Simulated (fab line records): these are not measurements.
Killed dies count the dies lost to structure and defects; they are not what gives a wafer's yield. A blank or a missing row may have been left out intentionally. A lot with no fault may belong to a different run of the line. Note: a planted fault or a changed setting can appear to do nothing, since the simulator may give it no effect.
fab line records	flow nand-harc
record lots=13	wafers=39	last-day=33
route steps=1302 shown A_STAIRCASE@881 A_SLIT@934
lots that met no fault: taken from a fault-free run of the same line
start-h: the number of hours between the record's first day and the start of the first shown wafer of the lot	wait-h: how many hours have passed since the lot's step before this one	" repeats the value in the row above	L1.1+2: several wafers, shown together as one row	- either no value or no given start	* or withheld: withheld	< > ~ a bound
route shown NAME@n: NAME is a module with steps in the file, n the number in the route of the first one	usual: mean and standard deviation over wafers with no fault	same: alike in all rows	chamber/n: place in a boat	sites: readings site by site	_std_site: how widely they spread, as a standard deviation	_edge_site: outer sites' mean less inner sites'	radius-mm: for every site, how far away it sits from the centre of the wafer	mask NAME#n: copy n	behind: tool/chamber where the wafer was last shaped	hold: what put the lot on hold/how long, in hours/how the hold closed	device: whichever transistor did not switch (one of n, p or np)	end of line: the route-end tests of the same wafers	where a step has no rows: the recipe by itself	killed: at the first sort, the dies lost to defects and structure; wafer yield is something else	map: a wafer's dies, marking killed ones x, the rest . and places with no die _
set.NAME: the setting that was run; set.NAME@STEP: the one run at that earlier step	model.NAME: the simulator's own value behind a step, which no gauge read
a sample of lots followed through the steps of the route, with each step as a table and each wafer as a row
services: the hour from which a tool's chamber was out of use, counted from the record's first day as start-h (under 0 if before that day), plus the number of hours and why
## steps
# step NHARC_A_STAIRCASE_ETCHBACK_422
# recipe target-depth-a=400	over-etch-frac=0.3	time-s=74.286	ion-energy-ev=120	ch3f-flow-sccm=50	o2-flow-sccm=30	ar-flow-sccm=200	rf-w=500	bias-w=100	chemistry=CH3F/O2
# usual drypump-motor-current-A=5.7/0.38	oes-product-au=0.96/0.033	rf-vpp-V=245.1/1.8	showerhead-plenum-p-Torr=2.51/0.11	throttle-valve-pct=20.663/0.0087
lot.wafer	tool	chamber	start-h	wait-h	drypump-motor-current-A	oes-product-au	rf-hours-counter-h	rf-vpp-V	showerhead-plenum-p-Torr	throttle-valve-pct
L842.4	rie-diel-01	0	445.10	0.2	4.8	1.01	18	243.9	2.46	20.664
L842.3	"	3	"	"	5.7	1.01	18	245.8	2.61	20.675
L842.5	"	1	"	"	6.1	0.99	-	245.2	2.41	20.676
L843.4	rie-diel-01	3	451.45	0.2	5.6	0.99	22	245.3	2.61	20.666
L843.3	"	2	"	"	5.9	0.99	21	247.3	2.63	20.661
L843.6	"	3	"	"	5.6	0.99	-	247.3	2.61	20.648
L846.3	rie-diel-01	2	471.27	0.2	5.9	0.92	29	246.3	2.62	20.658
L846.1	"	0	"	"	4.7	0.95	27	245.0	2.45	20.667
L846.6	"	3	"	"	5.7	0.94	-	246.2	2.61	20.649
L848.2	rie-diel-02	1	496.07	0.1	6.2	0.94	32	245.2	2.45	20.654
L848.1	"	2	"	"	6.1	0.93	33	242.3	2.31	20.660
L848.4	"	3	"	"	5.5	0.91	32	245.9	2.62	20.666
L849.2	rie-diel-02	2	501.78	0.3	6.1	0.93	34	243.5	2.31	20.645
L849.3	"	3	"	"	5.6	0.92	33	246.2	2.62	20.652
L849.6	"	1	"	"	6.2	0.94	-	244.1	2.45	20.669
L850.2	rie-diel-10	0	519.20	0.1	5.5	0.93	29	245.8	2.62	20.670
L850.3	"	1	"	"	5.7	0.95	22	244.9	2.46	20.667
L850.5	"	0	"	"	5.4	0.93	-	246.1	2.62	20.652
L858.3	rie-diel-01	2	601.10	0.1	5.9	0.99	16	246.4	2.60	20.665
L858.1	"	3	"	"	5.6	1.01	15	247.1	2.59	20.659
L858.5	"	2	"	"	5.9	1.00	-	245.3	2.60	20.652
L861.1	rie-diel-10	0	622.94	0.1	5.4	0.99	3	246.4	2.61	20.669
L861.2	"	1	"	"	5.7	1.00	3	243.0	2.45	20.674
L861.5	"	0	"	"	5.4	0.98	-	246.9	2.61	20.660
L860.2	rie-diel-01	2	622.99	0.1	5.9	0.93	23	246.5	2.60	20.666
L860.6	"	2	"	"	5.9	0.93	-	246.2	2.60	20.660
L860.5	"	3	"	"	5.6	0.93	-	246.2	2.59	20.657
L863.2	rie-diel-02	1	644.53	0.2	6.2	1.00	23	242.7	2.44	20.663
L863.1	"	2	"	"	6.1	1.01	19	242.3	2.30	20.668
L863.4	"	3	"	"	5.5	1.00	19	246.7	2.61	20.657
L862.2	rie-diel-10	2	645.75	0.2	5.4	1.00	11	247.2	2.63	20.674
L862.5	"	3	"	"	5.9	0.97	-	244.7	2.51	20.663
L862.6	"	0	"	"	5.4	0.99	-	248.0	2.61	20.668
L864.4	rie-diel-02	0	653.96	0.2	6.1	0.93	26	242.6	2.36	20.653
L864.2	"	1	"	"	6.3	0.92	27	243.3	2.43	20.664
L864.6	"	2	"	"	6.1	0.93	-	241.9	2.29	20.664
L865.4	rie-diel-10	2	654.07	0.2	5.4	0.99	13	247.6	2.63	20.665
L865.3	"	3	"	"	5.9	0.98	13	245.6	2.51	20.657
L865.5	"	1	"	"	5.7	0.99	-	244.7	2.44	20.651
# step NHARC_A_SLIT_OVL_MEAS_10
# usual overlay-x-nm=0.2/0.99	overlay-y-nm=0.0/0.79
lot.wafer	tool	chamber	start-h	wait-h	overlay-x-nm	overlay-y-nm
L842.3	overlay-01	-	458.78	-	1.2	0.6
L842.4	"	-	"	"	1.1	0.6
L842.5	"	-	"	"	1.5	0.6
L843.3	overlay-01	-	466.06	-	-0.9	-0.6
L843.4	"	-	"	"	-0.4	-0.9
L843.6	"	-	"	"	-0.4	-0.4
L846.1	overlay-01	-	485.25	-	-1.2	-0.6
L846.3	"	-	"	"	-0.8	-0.5
L846.6	"	-	"	"	-0.7	-0.2
L848.1	overlay-02	-	508.55	-	-1.5	1.1
L848.2	"	-	"	"	-0.8	0.8
L848.4	"	-	"	"	-1.4	1.2
L849.2	overlay-02	-	516.53	-	0.9	-0.1
L849.3	"	-	"	"	0.9	-0.5
L849.6	"	-	"	"	0.9	-0.3
L850.2	overlay-01	-	533.80	-	-0.1	0.6
L850.3	"	-	"	"	0.3	0.2
L850.5	"	-	"	"	-0.2	-0.4
L858.1	overlay-02	-	612.15	-	0.6	0.5
L858.3	"	-	"	"	0.7	0.5
L858.5	"	-	"	"	0.7	0.6
L860.2	overlay-01	-	636.72	-	1.6	-0.8
L860.5	"	-	"	"	1.0	-0.8
L860.6	"	-	"	"	1.0	-0.9
L861.1	overlay-02	-	636.87	-	-0.5	-0.4
L861.2	"	-	"	"	-0.7	0.1
L861.5	"	-	"	"	-0.3	0.4
L862.2	overlay-02	-	659.87	-	-1.0	-0.8
L862.5	"	-	"	"	-1.5	-0.9
L862.6	"	-	"	"	-1.7	-0.5
L863.1	overlay-01	-	659.91	-	1.0	1.1
L863.2	"	-	"	"	1.4	0.8
L863.4	"	-	"	"	0.7	0.2
L864.2	overlay-02	-	671.96	-	-1.0	0.8
L864.4	"	-	"	"	-0.7	0.2
L864.6	"	-	"	"	-0.4	-0.2
L865.3	overlay-02	-	672.82	-	1.7	0.6
L865.4	"	-	"	"	1.6	0.5
L865.5	"	-	"	"	1.5	1.0
# step NHARC_A_SLIT_ETCH_29
# recipe target-depth-a=1000	overetch-a=100	time-s=55	ion-energy-ev=100	cf4-flow-sccm=80	o2-flow-sccm=20	ar-flow-sccm=0	rf-w=300	bias-w=100	chemistry=CF4/O2
# usual drypump-motor-current-A=6.0/0.47	oes_ar_750_au=1.000/0.0045	oes-product-au=0.996/0.012	rf-vpp-V=197.4/1.4	showerhead-plenum-p-Torr=1.32/0.054	throttle-valve-pct=13.398/0.01
lot.wafer	tool	chamber	start-h	wait-h	drypump-motor-current-A	oes_ar_750_au	oes-product-au	rf-hours-counter-h	rf-vpp-V	showerhead-plenum-p-Torr	throttle-valve-pct
L842.4	rie-diel-08	1	464.84	0.1	5.7	1.003	0.994	3	196.4	1.29	13.402
L842.3	"	2	"	"	5.2	1.002	0.993	6	198.5	1.34	13.400
L842.5	"	3	"	"	5.6	0.985	0.992	-	195.8	1.26	13.397
L843.3	rie-diel-06	2	472.37	0.1	6.7	0.995	1.007	10	197.7	1.29	13.399
L843.6	"	0	"	"	6.4	1.004	0.986	-	196.6	1.26	13.404
L843.4	"	3	"	"	6.7	1.000	1.006	-	198.1	1.34	13.408
L846.3	rie-diel-08	1	491.14	0.1	5.7	0.999	1.000	6	197.6	1.29	13.395
L846.1	"	2	"	"	5.2	1.000	0.999	8	198.3	1.34	13.398
L846.6	"	1	"	"	5.7	1.002	0.992	-	197.2	1.29	13.398
L848.2	rie-diel-06	2	514.42	0.1	6.7	1.008	0.982	1	197.3	1.29	13.412
L848.1	"	3	"	"	6.7	0.999	1.005	1	199.9	1.34	13.393
L848.4	"	0	"	"	6.4	1.000	0.975	1	197.0	1.26	13.394
L849.3	rie-diel-08	0	526.26	0.1	6.0	1.004	1.004	10	200.0	1.40	13.404
L849.2	"	2	"	"	5.2	0.997	0.995	10	198.2	1.34	13.407
L849.6	"	0	"	"	6.0	1.011	1.005	-	197.5	1.40	13.419
L850.3	rie-diel-08	0	539.67	0.1	6.1	0.996	0.921	11	199.4	1.40	13.402
L850.2	"	1	"	"	5.7	1.005	1.000	9	196.2	1.29	13.400
L850.5	"	3	"	"	5.7	1.007	0.981	-	197.5	1.26	13.391
L858.3	rie-diel-06	1	618.06	0.1	5.5	1.005	0.985	7	196.4	1.25	13.397
L858.1	"	2	"	"	6.7	0.995	1.001	7	195.2	1.29	13.413
L858.5	"	1	"	"	5.5	0.993	0.989	-	197.1	1.25	13.379
L860.2	rie-diel-13	1	643.07	0.1	6.0	1.000	1.005	5	199.5	1.41	13.409
L860.5	"	2	"	"	5.9	1.001	1.013	-	197.2	1.29	13.395
L860.6	"	3	"	"	5.7	0.996	0.975	-	196.8	1.32	13.384
L861.2	rie-diel-13	0	646.89	0.1	6.5	1.000	1.001	5	197.0	1.39	13.417
L861.1	"	3	"	"	5.7	1.003	0.997	6	196.6	1.32	13.396
L861.5	"	1	"	"	6.0	0.995	1.014	-	197.9	1.41	13.387
L862.2	rie-diel-13	0	666.13	0.1	6.6	1.002	1.001	6	198.3	1.39	13.404
L862.5	"	2	"	"	5.9	1.008	1.026	-	196.2	1.29	13.400
L862.6	"	3	"	"	5.7	1.001	0.994	-	198.0	1.32	13.395
L863.4	rie-diel-08	3	667.02	0.1	5.7	1.003	0.994	9	196.9	1.26	13.394
L863.1	"	0	"	"	6.1	0.995	1.007	8	200.4	1.40	13.405
L863.2	"	1	"	"	5.7	0.996	1.001	7	195.7	1.29	13.406
L864.2	rie-diel-08	3	677.84	0.1	5.6	1.000	0.981	10	195.9	1.26	13.404
L864.4	"	0	"	"	6.1	1.001	1.014	9	199.8	1.40	13.396
L864.6	"	3	"	"	5.6	1.000	0.983	-	197.6	1.26	13.396
L865.3	rie-diel-06	0	678.68	0.1	6.4	0.999	1.019	0	196.9	1.26	13.394
L865.4	"	3	"	"	6.6	1.001	1.005	0	196.9	1.34	13.401
L865.5	"	1	"	"	5.5	1.008	0.995	-	197.0	1.25	13.396
# step NHARC_A_SLIT_STRIP_18
# recipe o2-flow-sccm=500	ar-flow-sccm=0	bias-w=0	chemistry=O2
# usual drypump-motor-current-A=6.0/0.47	oes-product-au=0.995/0.012	rf-vpp-V=57.6/0.95	showerhead-plenum-p-Torr=3.49/0.13	throttle-valve-pct=17.035/0.0089
lot.wafer	tool	chamber	start-h	wait-h	drypump-motor-current-A	oes-product-au	rf-hours-counter-h	rf-vpp-V	showerhead-plenum-p-Torr	throttle-valve-pct
L842.4	rie-diel-08	2	-	-	5.2	0.990	6	57.4	3.54	17.049
L842.3	"	3	"	"	5.7	1.005	6	58.2	3.34	17.032
L842.5	"	1	"	"	5.8	0.997	-	58.1	3.41	17.048
L843.3	rie-diel-06	2	-	-	6.7	1.010	10	57.5	3.42	17.035
L843.4	"	0	"	"	6.4	0.981	-	56.3	3.34	17.021
L843.6	"	2	"	"	6.7	1.017	-	56.8	3.42	17.055
L846.1	rie-diel-08	3	-	-	5.7	0.996	9	56.4	3.34	17.034
L846.3	"	0	"	"	6.1	1.012	8	56.6	3.70	17.031
L846.6	"	2	"	"	5.2	1.011	-	58.2	3.54	17.042
L848.4	rie-diel-06	3	-	-	6.6	1.007	1	58.9	3.54	17.035
L848.1	"	0	"	"	6.4	0.970	1	56.7	3.33	17.025
L848.2	"	1	"	"	5.5	0.985	2	59.3	3.32	17.033
L849.3	rie-diel-08	1	-	-	5.7	0.998	8	57.1	3.41	17.035
L849.2	"	2	"	"	5.2	1.001	10	56.5	3.54	17.036
L849.6	"	1	"	"	5.7	1.000	-	56.3	3.41	17.037
L850.3	rie-diel-08	2	-	-	5.2	1.004	10	58.3	3.54	17.050
L850.2	"	3	"	"	5.6	0.988	11	57.1	3.34	17.053
L850.5	"	2	"	"	5.2	1.003	-	59.2	3.54	17.033
L858.1	rie-diel-06	0	-	-	6.4	0.971	6	55.6	3.33	17.027
L858.3	"	1	"	"	5.5	0.991	7	57.9	3.32	17.043
L858.5	"	0	"	"	6.5	0.968	-	57.0	3.33	17.043
L860.2	rie-diel-13	0	-	-	6.5	1.014	5	58.0	3.66	17.038
L860.6	"	2	"	"	5.9	1.019	-	57.4	3.43	17.053
L860.5	"	3	"	"	5.7	0.993	-	57.9	3.50	17.037
L861.1	rie-diel-13	1	-	-	6.0	1.016	5	57.2	3.73	17.019
L861.2	"	3	"	"	5.7	0.981	6	58.2	3.50	17.038
L861.5	"	0	"	"	6.5	1.002	-	58.4	3.66	17.042
L862.2	rie-diel-13	3	-	-	5.7	0.988	7	56.9	3.50	17.030
L862.5	"	3	"	"	5.7	0.991	-	57.0	3.50	17.048
L862.6	"	0	"	"	6.5	1.004	-	56.5	3.66	17.039
L863.4	rie-diel-08	3	-	-	5.6	0.979	9	56.3	3.34	17.019
L863.2	"	0	"	"	6.1	1.008	8	58.8	3.70	17.037
L863.1	"	1	"	"	5.7	1.005	7	58.7	3.41	17.040
L864.4	rie-diel-08	1	-	-	5.7	1.004	8	57.0	3.41	17.046
L864.2	"	2	"	"	5.2	0.984	9	56.7	3.53	17.031
L864.6	"	0	"	"	6.1	1.004	-	57.2	3.69	17.048
L865.3	rie-diel-06	1	-	-	5.5	0.990	0	56.5	3.32	17.030
L865.4	"	2	"	"	6.7	0.999	0	56.2	3.42	17.032
L865.5	"	0	"	"	6.5	1.005	-	56.8	3.33	17.046
## services
tool	chamber	start-h	hours	kind
rie-diel-10	-	422.96	9.0	pm
rie-diel-06	-	424.79	1.1	repair
rie-diel-01	0	429.08	2.5	repair
rie-diel-13	1	445.13	20.7	repair
rie-diel-10	1	463.91	12.3	repair
rie-diel-06	1	467.64	21.6	repair
rie-diel-06	-	484.20	9.0	pm
rie-diel-10	0	498.78	5.2	repair
rie-diel-13	2	505.23	4.4	repair
rie-diel-02	0	511.33	1.3	repair
rie-diel-13	-	519.04	9.0	pm
rie-diel-10	0	539.17	2.1	repair
rie-diel-08	-	544.80	9.0	pm
rie-diel-02	1	551.20	4.7	repair
rie-diel-06	0	551.68	6.0	repair
rie-diel-01	-	557.96	9.0	pm
rie-diel-02	-	570.74	9.0	pm
rie-diel-10	0	593.91	3.1	repair
rie-diel-10	-	599.96	9.0	pm
rie-diel-06	0	618.96	2.4	repair
rie-diel-01	3	636.36	2.6	repair
rie-diel-06	-	661.20	9.0	pm
rie-diel-01	3	676.46	1.4	repair
rie-diel-08	2	678.45	2.4	repair
## key
first-sign step=NHARC_A_SLIT_ETCH_29	reading=oes-product-au	direction=down	sigmas=6.3	usual=0.996	struck=0.921
effect none on later readings
met-at NHARC_A_SLIT_ETCH_29
struck-lots L850
struck-wafers L850.3
later-rows-left-out L850.3
sort-left-out L850.3
tester-left-out L850
not-acting-at NHARC_A_STAIRCASE_ETCHBACK_422,NHARC_A_SLIT_OVL_MEAS_10,NHARC_A_SLIT_STRIP_18
onset-between 526.26 539.67
fault kind=process-parameter-drift	tool=rie-diel-08	chamber=0	onset-h=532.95	steps=NHARC_A_SLIT_ETCH_29	channel=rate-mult	offset=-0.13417	shape=step	end-h=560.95
# tester-left-out: of these lots the tester's yield and bins aren't shown, on N5 and GAA mostly nor the transistor test; their killed dies are dies lost to structure and defects alone, not to doping, threshold or leakage, so they don't give the yield
# sort-left-out: the simulated sort isn't trusted on such a fault, so these wafers' sort isn't shown, and their yield isn't known
# later-rows-left-out: the simulator's readings of these wafers behind a module that went badly wrong aren't trusted and aren't shown, but for the sort
